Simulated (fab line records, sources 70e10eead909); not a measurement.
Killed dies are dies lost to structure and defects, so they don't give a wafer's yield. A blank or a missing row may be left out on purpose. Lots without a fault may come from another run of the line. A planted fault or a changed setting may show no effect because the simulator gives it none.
Which tool did it? | flow nand_harc | 12 lots, 36 wafers sampled, at 1 step of a route of 1159

WHAT THE GAUGES READ, wafer by wafer
NHARC_P_STI_INSPECT_11.
lot  | measured    | on                | raw_defect_count
L075 | day 2 21:05 | defect_inspect-02 | 7 2 9
L077 | day 3 06:40 | defect_inspect-01 | 4 6 7
L079 | day 3 17:49 | defect_inspect-02 | 6 9 2
L081 | day 4 05:37 | defect_inspect-01 | 13 8 3
L083 | day 4 18:17 | defect_inspect-02 | 5 6 5
L085 | day 5 05:58 | defect_inspect-02 | 6 10 5
L087 | day 5 19:16 | defect_inspect-02 | 7 8 10
L088 | day 6 03:34 | defect_inspect-01 | 11 14 9
L091 | day 6 17:04 | defect_inspect-02 | 5 4 2
L093 | day 7 06:42 | defect_inspect-02 | 8 4 3
L095 | day 7 20:35 | defect_inspect-02 | 7 0 4
L097 | day 8 08:17 | defect_inspect-02 | 5 2 4

WHICH TOOL RAN EACH LOT (tool, then ch and the chambers of the sampled wafers, then the start)
The record holds no process step before these readings.

THE ANSWER, worked out from the rows above alone
Rule: what is usual is taken from the lots themselves. Put in order of their means at a reading, lots are off if they are a third of the lots or fewer, leave a main group of 4 or more, and stand apart from it by a gap of 3 or more times the standard deviation of the main group's means; of several such gaps the widest counts. A main group whose means are all the same, to the digits that the tables above print for the reading, isn't used. A lot without any number at a reading at which 4 lots or more have one is off too. The other lots that the step has rows for count as sound.
No lot is off at any reading shown: from this, nothing can be told.

WHAT THE SIMULATOR HAD PUT IN
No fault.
